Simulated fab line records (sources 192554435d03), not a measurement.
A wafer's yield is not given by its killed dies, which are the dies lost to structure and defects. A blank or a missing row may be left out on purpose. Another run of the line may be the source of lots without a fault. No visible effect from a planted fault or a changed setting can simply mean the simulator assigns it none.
Which tool did it? || flow n5Finfet || 33 wafers from 11 lots sampled at 4 of the route's 1938 steps

## WHAT EACH GAUGE READ, for each wafer
N5_BEOL_M11_INSPECT_58: inspects for defects (darkfield). Usual: rawDefectCount reads 71 (standard deviation 26).
{"lot": "L507", "measured": "day 10 08:53", "on": "defectInspect-01", "rawDefectCount": "59 57 44", "flag": ""}
{"lot": "L510", "measured": "day 11 11:20", "on": "defectInspect-01", "rawDefectCount": "84 71 42", "flag": ""}
{"lot": "L512", "measured": "day 11 17:11", "on": "defectInspect-02", "rawDefectCount": "58 48 51", "flag": ""}
{"lot": "L513", "measured": "day 11 22:25", "on": "defectInspect-01", "rawDefectCount": "54 47 37", "flag": ""}
{"lot": "L514", "measured": "day 12 20:02", "on": "defectInspect-02", "rawDefectCount": "70 71 67", "flag": ""}
{"lot": "L516", "measured": "day 13 13:53", "on": "defectInspect-02", "rawDefectCount": "79 60 94", "flag": ""}
{"lot": "L521", "measured": "day 14 18:37", "on": "defectInspect-02", "rawDefectCount": "81 87 68", "flag": ""}
{"lot": "L524", "measured": "day 15 08:56", "on": "defectInspect-01", "rawDefectCount": "63 73 73", "flag": ""}
{"lot": "L525", "measured": "day 15 12:57", "on": "defectInspect-02", "rawDefectCount": "91 62 76", "flag": ""}
{"lot": "L526", "measured": "day 15 19:05", "on": "defectInspect-02", "rawDefectCount": "75 89 52", "flag": ""}
{"lot": "L530", "measured": "day 17 16:11", "on": "defectInspect-01", "rawDefectCount": "141 73 63", "flag": ""}

## TOOL THAT RAN EACH LOT (tool first, then ch and the chambers of the sampled wafers, then the start)
{"lot": "L507", "N5_BEOL_M11_TRENCH_ETCH_37": "rieDiel-04 ch 0,3, day 10 07:00 or earlier", "N5_BEOL_M11_PRE_CLEAN_45": "pvdSputter-02, day 10 07:00", "N5_BEOL_M11_SPUTTER_48": "pvdSputter-02, day 10 07:42"}
{"lot": "L510", "N5_BEOL_M11_TRENCH_ETCH_37": "rieDiel-03 ch 1,2,3, day 11 09:01 or earlier", "N5_BEOL_M11_PRE_CLEAN_45": "pvdSputter-02, day 11 09:01", "N5_BEOL_M11_SPUTTER_48": "pvdSputter-03, day 11 09:59"}
{"lot": "L512", "N5_BEOL_M11_TRENCH_ETCH_37": "rieDiel-05 ch 0,1, day 11 15:36 or earlier", "N5_BEOL_M11_PRE_CLEAN_45": "pvdSputter-03, day 11 15:36", "N5_BEOL_M11_SPUTTER_48": "pvdSputter-01, day 11 16:10"}
{"lot": "L513", "N5_BEOL_M11_TRENCH_ETCH_37": "rieDiel-03 ch 0,2,3, day 11 19:47 or earlier", "N5_BEOL_M11_PRE_CLEAN_45": "pvdSputter-03, day 11 19:47", "N5_BEOL_M11_SPUTTER_48": "pvdSputter-02, day 11 21:06"}
{"lot": "L514", "N5_BEOL_M11_TRENCH_ETCH_37": "rieDiel-03 ch 0,1,3, day 12 17:32 or earlier", "N5_BEOL_M11_PRE_CLEAN_45": "pvdSputter-01, day 12 17:32", "N5_BEOL_M11_SPUTTER_48": "pvdSputter-02, day 12 19:01"}
{"lot": "L516", "N5_BEOL_M11_TRENCH_ETCH_37": "rieDiel-03 ch 1,2,3, day 13 12:16 or earlier", "N5_BEOL_M11_PRE_CLEAN_45": "pvdSputter-02, day 13 12:16", "N5_BEOL_M11_SPUTTER_48": "pvdSputter-02, day 13 12:52"}
{"lot": "L521", "N5_BEOL_M11_TRENCH_ETCH_37": "rieDiel-04 ch 0,1, day 14 15:16 or earlier", "N5_BEOL_M11_PRE_CLEAN_45": "pvdSputter-03, day 14 15:16", "N5_BEOL_M11_SPUTTER_48": "pvdSputter-02, day 14 17:29"}
{"lot": "L524", "N5_BEOL_M11_TRENCH_ETCH_37": "rieDiel-05 ch 0,2, day 15 07:16 or earlier", "N5_BEOL_M11_PRE_CLEAN_45": "pvdSputter-03, day 15 07:16", "N5_BEOL_M11_SPUTTER_48": "pvdSputter-02, day 15 07:55"}
{"lot": "L525", "N5_BEOL_M11_TRENCH_ETCH_37": "rieDiel-05 ch 0,1, day 15 10:48 or earlier", "N5_BEOL_M11_PRE_CLEAN_45": "pvdSputter-03, day 15 10:48", "N5_BEOL_M11_SPUTTER_48": "pvdSputter-03, day 15 11:43"}
{"lot": "L526", "N5_BEOL_M11_TRENCH_ETCH_37": "rieDiel-05 ch 1,2, day 15 16:59 or earlier", "N5_BEOL_M11_PRE_CLEAN_45": "pvdSputter-01, day 15 16:59", "N5_BEOL_M11_SPUTTER_48": "pvdSputter-01, day 15 17:45"}
{"lot": "L530", "N5_BEOL_M11_TRENCH_ETCH_37": "rieDiel-04 ch 2,3, day 17 14:10 or earlier", "N5_BEOL_M11_PRE_CLEAN_45": "pvdSputter-02, day 17 14:10", "N5_BEOL_M11_SPUTTER_48": "pvdSputter-01, day 17 15:11"}
- N5_BEOL_M11_TRENCH_ETCH_37: etches SiCOH lowk in C4F6/O2, target depth 148.83 nm, time 48 s.
- N5_BEOL_M11_PRE_CLEAN_45: time 30 s.
- N5_BEOL_M11_SPUTTER_48: material Cu, target thk 12 nm, time 2 s.

## WHAT THE TOOLS THEMSELVES READ (means of the sampled wafers that have a number; where no wafer has one, the mark that the record gives instead)
N5_BEOL_M11_TRENCH_ETCH_37. Usual: chamberPressureMTorr 30.001 mTorr (standard deviation 0.028); drypumpMotorCurrentA 5.9 A (standard deviation 0.41); oes_o_777_au 0.75 a.u. (standard deviation 0.069); oesProductAu 0.75 a.u. (standard deviation 0.07); rfVppV 665 V (standard deviation 4); showerheadPlenumPTorr 2.86 Torr (standard deviation 0.072); throttleValvePct 20.97 % (standard deviation 0.18).
{"lot": "L507", "tool": "rieDiel-04", "chamberPressureMTorr (mTorr)": 29.986, "drypumpMotorCurrentA (A)": 5.8, "oes_o_777_au (a.u.)": 0.79, "oesProductAu (a.u.)": 0.79, "rfVppV (V)": 666, "showerheadPlenumPTorr (Torr)": 2.94, "throttleValvePct (%)": 20.78, "flag": ""}
{"lot": "L510", "tool": "rieDiel-03", "chamberPressureMTorr (mTorr)": 29.974, "drypumpMotorCurrentA (A)": 5.7, "oes_o_777_au (a.u.)": 0.76, "oesProductAu (a.u.)": 0.76, "rfVppV (V)": 666, "showerheadPlenumPTorr (Torr)": 2.80, "throttleValvePct (%)": 20.86, "flag": ""}
{"lot": "L512", "tool": "rieDiel-05", "chamberPressureMTorr (mTorr)": 30.000, "drypumpMotorCurrentA (A)": 5.4, "oes_o_777_au (a.u.)": 0.76, "oesProductAu (a.u.)": 0.76, "rfVppV (V)": 663, "showerheadPlenumPTorr (Torr)": 2.89, "throttleValvePct (%)": 21.16, "flag": ""}
{"lot": "L513", "tool": "rieDiel-03", "chamberPressureMTorr (mTorr)": 30.001, "drypumpMotorCurrentA (A)": 5.8, "oes_o_777_au (a.u.)": 0.71, "oesProductAu (a.u.)": 0.71, "rfVppV (V)": 666, "showerheadPlenumPTorr (Torr)": 2.81, "throttleValvePct (%)": 20.93, "flag": ""}
{"lot": "L514", "tool": "rieDiel-03", "chamberPressureMTorr (mTorr)": 29.997, "drypumpMotorCurrentA (A)": 6.0, "oes_o_777_au (a.u.)": 0.75, "oesProductAu (a.u.)": 0.74, "rfVppV (V)": 668, "showerheadPlenumPTorr (Torr)": 2.79, "throttleValvePct (%)": 20.93, "flag": ""}
{"lot": "L516", "tool": "rieDiel-03", "chamberPressureMTorr (mTorr)": 29.983, "drypumpMotorCurrentA (A)": 5.7, "oes_o_777_au (a.u.)": 0.75, "oesProductAu (a.u.)": 0.74, "rfVppV (V)": 667, "showerheadPlenumPTorr (Torr)": 2.80, "throttleValvePct (%)": 20.89, "flag": ""}
{"lot": "L521", "tool": "rieDiel-04", "chamberPressureMTorr (mTorr)": 29.973, "drypumpMotorCurrentA (A)": 5.9, "oes_o_777_au (a.u.)": 0.75, "oesProductAu (a.u.)": 0.74, "rfVppV (V)": 667, "showerheadPlenumPTorr (Torr)": 2.87, "throttleValvePct (%)": 21.02, "flag": ""}
{"lot": "L524", "tool": "rieDiel-05", "chamberPressureMTorr (mTorr)": 29.986, "drypumpMotorCurrentA (A)": 5.5, "oes_o_777_au (a.u.)": 0.71, "oesProductAu (a.u.)": 0.71, "rfVppV (V)": 668, "showerheadPlenumPTorr (Torr)": 2.89, "throttleValvePct (%)": 21.23, "flag": ""}
{"lot": "L525", "tool": "rieDiel-05", "chamberPressureMTorr (mTorr)": 29.999, "drypumpMotorCurrentA (A)": 5.6, "oes_o_777_au (a.u.)": 0.72, "oesProductAu (a.u.)": 0.71, "rfVppV (V)": 662, "showerheadPlenumPTorr (Torr)": 2.91, "throttleValvePct (%)": 21.12, "flag": ""}
{"lot": "L526", "tool": "rieDiel-05", "chamberPressureMTorr (mTorr)": 30.029, "drypumpMotorCurrentA (A)": 5.8, "oes_o_777_au (a.u.)": 0.70, "oesProductAu (a.u.)": 0.69, "rfVppV (V)": 665, "showerheadPlenumPTorr (Torr)": 2.92, "throttleValvePct (%)": 21.08, "flag": ""}
{"lot": "L530", "tool": "rieDiel-04", "chamberPressureMTorr (mTorr)": 30.009, "drypumpMotorCurrentA (A)": 6.5, "oes_o_777_au (a.u.)": 0.87, "oesProductAu (a.u.)": 0.87, "rfVppV (V)": 662, "showerheadPlenumPTorr (Torr)": 2.80, "throttleValvePct (%)": 20.69, "flag": ""}

N5_BEOL_M11_PRE_CLEAN_45. Usual: heaterPowerW reads 336 W (standard deviation 37).
{"lot": "L507", "tool": "pvdSputter-02", "heaterPowerW (W)": 321, "flag": ""}
{"lot": "L510", "tool": "pvdSputter-02", "heaterPowerW (W)": 331, "flag": ""}
{"lot": "L512", "tool": "pvdSputter-03", "heaterPowerW (W)": 390, "flag": ""}
{"lot": "L513", "tool": "pvdSputter-03", "heaterPowerW (W)": 352, "flag": ""}
{"lot": "L514", "tool": "pvdSputter-01", "heaterPowerW (W)": 291, "flag": ""}
{"lot": "L516", "tool": "pvdSputter-02", "heaterPowerW (W)": 332, "flag": ""}
{"lot": "L521", "tool": "pvdSputter-03", "heaterPowerW (W)": 310, "flag": ""}
{"lot": "L524", "tool": "pvdSputter-03", "heaterPowerW (W)": 380, "flag": ""}
{"lot": "L525", "tool": "pvdSputter-03", "heaterPowerW (W)": 379, "flag": ""}
{"lot": "L526", "tool": "pvdSputter-01", "heaterPowerW (W)": 334, "flag": ""}
{"lot": "L530", "tool": "pvdSputter-02", "heaterPowerW (W)": 320, "flag": ""}

N5_BEOL_M11_SPUTTER_48. Usual: cathodeDcPowerW 26000 W, standard deviation 4.4; substrateTempC -20.00 C, standard deviation 0.1; throttleValvePct 29.4 %, standard deviation 0.96.
{"lot": "L507", "tool": "pvdSputter-02", "cathodeDcPowerW (W)": 25999, "substrateTempC (C)": -20.02, "throttleValvePct (%)": 28.5, "flag": ""}
{"lot": "L510", "tool": "pvdSputter-03", "cathodeDcPowerW (W)": 25997, "substrateTempC (C)": -20.06, "throttleValvePct (%)": 31.2, "flag": ""}
{"lot": "L512", "tool": "pvdSputter-01", "cathodeDcPowerW (W)": 25998, "substrateTempC (C)": -20.10, "throttleValvePct (%)": 29.9, "flag": ""}
{"lot": "L513", "tool": "pvdSputter-02", "cathodeDcPowerW (W)": 25997, "substrateTempC (C)": -20.07, "throttleValvePct (%)": 29.2, "flag": ""}
{"lot": "L514", "tool": "pvdSputter-02", "cathodeDcPowerW (W)": 26000, "substrateTempC (C)": -20.03, "throttleValvePct (%)": 29.4, "flag": ""}
{"lot": "L516", "tool": "pvdSputter-02", "cathodeDcPowerW (W)": 26002, "substrateTempC (C)": -19.99, "throttleValvePct (%)": 28.5, "flag": ""}
{"lot": "L521", "tool": "pvdSputter-02", "cathodeDcPowerW (W)": 20576, "substrateTempC (C)": -20.02, "throttleValvePct (%)": 28.7, "flag": "OFF"}
{"lot": "L524", "tool": "pvdSputter-02", "cathodeDcPowerW (W)": 20576, "substrateTempC (C)": -19.99, "throttleValvePct (%)": 29.2, "flag": "OFF"}
{"lot": "L525", "tool": "pvdSputter-03", "cathodeDcPowerW (W)": 25998, "substrateTempC (C)": -19.99, "throttleValvePct (%)": 31.5, "flag": ""}
{"lot": "L526", "tool": "pvdSputter-01", "cathodeDcPowerW (W)": 26001, "substrateTempC (C)": -19.93, "throttleValvePct (%)": 29.7, "flag": ""}
{"lot": "L530", "tool": "pvdSputter-01", "cathodeDcPowerW (W)": 26003, "substrateTempC (C)": -19.94, "throttleValvePct (%)": 30.0, "flag": ""}

## THE ANSWER, worked out from the rows above alone
Rule: a lot counts as off when the mean over its wafers that have a number is more than 3 standard deviations away from the usual mean. A lot without any number at a reading at which 4 lots or more have one is off too. Any other lot the step has rows for is counted as sound. Order of review: gauges by route order, followed by the tools' own readings, for which a lot's mean as printed above is used. At the first step where some lot is off, the reading lying furthest off is the one used; lots without a number count as furthest.
Off, at N5_BEOL_M11_SPUTTER_48 on cathodeDcPowerW: L521, L524.
A tool fits if, at that step or a process step before it, it ran every lot that is off, and no sound lot after the first of them. Because N5_BEOL_M11_TRENCH_ETCH_37 lacks a start for some lots, the hours and order of its lots are taken from N5_BEOL_M11_PRE_CLEAN_45. One candidate fits, namely pvdSputter-02 at N5_BEOL_M11_SPUTTER_48. A fault onset in the window from L516 (day 13 12:52, its last sound lot) to L521 (day 14 17:29, its first lot off) fits.
The tool's own readings at N5_BEOL_M11_SPUTTER_48 bear it out: on the lots that are off they differ by more than 5 times the standard deviation of the sound lots' means. cathodeDcPowerW reads 20576 W there against 25999 W on the sound lots.

## WHAT WAS PUT IN BY THE SIMULATOR
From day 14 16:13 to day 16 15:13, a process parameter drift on pvdSputter-02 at N5_BEOL_M11_SPUTTER_48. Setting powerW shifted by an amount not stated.
Struck lots among those shown: L521, L524. This agrees with what the rule above found.
